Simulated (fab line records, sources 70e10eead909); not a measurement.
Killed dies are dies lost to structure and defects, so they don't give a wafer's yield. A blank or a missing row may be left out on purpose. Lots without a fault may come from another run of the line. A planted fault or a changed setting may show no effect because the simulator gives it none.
Chamber matching | flow nand_harc | NHARC_A_STAIRCASE_DEP_151 on pecvd-02: 3 sister chambers
The step deposits SiO2, target thk 7200 nm. 3 wafers are shown with their chamber, then 9 later ones without.

WAFERS WITH THEIR CHAMBER
wafer  | chamber | heater_power_w (W)
L086.2 | 0       | 666
L087.5 | 1       | 529
L087.6 | 2       | 425

WAFERS WITHOUT THEIR CHAMBER
wafer  | heater_power_w (W)
L091.2 | 657
L091.3 | 739
L091.6 | 613
L092.1 | 562
L092.5 | 417
L092.6 | 621
L095.1 | 666
L095.4 | 540
L095.5 | 424

WHICH CHAMBER EACH WENT THROUGH
wafer  | from the rows above     | in truth
L091.2 | 0                       | 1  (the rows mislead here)
L091.3 | 0                       | 0
L091.6 | can't be placed: 0 or 1 | 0
L092.1 | can't be placed: 1 or 0 | 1
L092.5 | 2                       | 2
L092.6 | can't be placed: 0 or 1 | 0
L095.1 | 0                       | 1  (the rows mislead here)
L095.4 | 1                       | 1
L095.5 | 2                       | 2
Placed correctly: 4 of 9. Can't be placed from these rows: 3 (the true chamber is among the candidates in 3). Placed wrongly: 2.
How it was worked out, from the rows above alone: a wafer's distance from a chamber is the root of the sum, over the readings, of the square of ((its reading less the chamber's mean) divided by the reading's scatter). The wafer belongs to the nearest chamber; if the next one is less than 2 further off, it can't be placed. A chamber's mean is the mean of its shown wafers. The scatter: with one shown wafer a chamber, the root of the mean of the squares of how far each hidden wafer lies from its nearest shown one.
